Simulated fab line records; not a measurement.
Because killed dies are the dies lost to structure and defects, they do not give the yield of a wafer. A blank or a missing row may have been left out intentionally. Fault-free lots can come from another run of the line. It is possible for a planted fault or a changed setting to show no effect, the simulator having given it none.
8D (eight disciplines) problem report, filled in by code + flow n5 finfet + the parts of the form that need people (team, actions taken, sign-off) are left out

## 1. PROBLEM STATEMENT
Wafers without a fault read 34, standard deviation 11; killed_at_M0_to_M3 at N5_PASSIVATION_PROBE_49 reads a mean of 154 on 2 wafers belonging to 2 lots. Relative to the usual mean, that is a shift of +11 standard deviations.
Seen first at day 16 19:20 on prober-02, wafer L414.6. The record holds 15 wafers of 5 lots with a number at this step. Rule for "out", or "out of limits": more than 4 standard deviations from the usual mean. All remaining wafers that have a number are taken as sound.

## 2. WHAT IT IS AND WHAT IT IS NOT
| question                    | is                                                                                                      | is not                                                                                                                  |
|-----------------------------|---------------------------------------------------------------------------------------------------------|-------------------------------------------------------------------------------------------------------------------------|
| which readings at this step | killed_at_M0_to_M3, defect limited yield, killed dies, sort_bin_5_function, sort n pass, sort yield pct | killed_at_M4_up, killed at contacts, killed at front end, killed at other, killed open, killed short, sort_bin_6_memory |
| which lots                  | L414, L416                                                                                              | L400, L404, L406                                                                                                        |
| which wafers of those lots  | L414.6, L416.2                                                                                          | L414.2, L414.5, L416.1, L416.6                                                                                          |
| read on which tools         | prober-01, prober-02                                                                                    | -                                                                                                                       |
| when                        | from day 16 19:20                                                                                       | up to then (11 sound wafers); but 2 sound wafers of L416 came after                                                     |

## 3. WHAT RULES OUT EACH SUSPECT
Counting: a tool at a process step up to the reading stays a suspect if it ran every lot that is out. Sound lots after the first of them don't rule it out here, since some wafers of a struck lot are sound.
- pvd sputter-01 at N5_BEOL_M2_SPUTTER_48 (material Cu, target thk 4.5 nm, time 8.29 s): kept. Ran every lot that is out, first one L414 (day 11 05:33); last sound lot up to then L406 (day 8 17:57).
Left after counting: pvd sputter-01 at N5_BEOL_M2_SPUTTER_48.

## 4. THE CAUSE (what the simulator had put in)
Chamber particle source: pvd sputter-01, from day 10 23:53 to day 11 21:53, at N5_BEOL_M2_SPUTTER_48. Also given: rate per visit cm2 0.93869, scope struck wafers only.
Counting left only this tool.

## 5. THE EFFECT CHAIN, in route order
Rows list readings where the struck wafers' mean (over those with a number) sits beyond 3 standard deviations from the usual. Only readings for which the record gives a usual standard deviation are gone through. hours: the time from each lot's start at the first step in this table that gives one to its start at this step, as a median over the lots. sigmas: the change in usual standard deviations.
| hours | step                    | reading              | usual  | on struck wafers | change | sigmas |
|-------|-------------------------|----------------------|--------|------------------|--------|--------|
| 0     | N5_PASSIVATION_PROBE_49 | defect limited yield | 91.2 % | 81.3             | -9.9   | -6.2   |
| 0     | N5_PASSIVATION_PROBE_49 | killed_at_M0_to_M3   | 34     | 154              | +120   | +11    |
| 0     | N5_PASSIVATION_PROBE_49 | killed dies          | 104    | 220              | +116   | +6.1   |
| 0     | N5_PASSIVATION_PROBE_49 | sort_bin_5_function  | 5.1 %  | 12.1             | +7.0   | +7.0   |
| 0     | N5_PASSIVATION_PROBE_49 | sort n pass          | 1076   | 960              | -116   | -6.1   |
| 0     | N5_PASSIVATION_PROBE_49 | sort yield pct       | 91.2 % | 81.3             | -9.9   | -6.2   |
The process steps in it:
- N5_PASSIVATION_PROBE_49

## 6. WHAT WOULD HAVE CAUGHT IT SOONER
In this record the first reading out of limits was taken at day 16 19:20, 139 hours after the fault began at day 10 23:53.
An alarm limit of 4 standard deviations would not have fired on the tool readings at N5_BEOL_M2_SPUTTER_48 for which the record gives a usual standard deviation, since none of them was out on any struck wafer.
All the lots that are out (2) had begun N5_BEOL_M2_SPUTTER_48 on pvd sputter-01 by day 16 19:20. A hold on the tool at that time would have spared none of them.
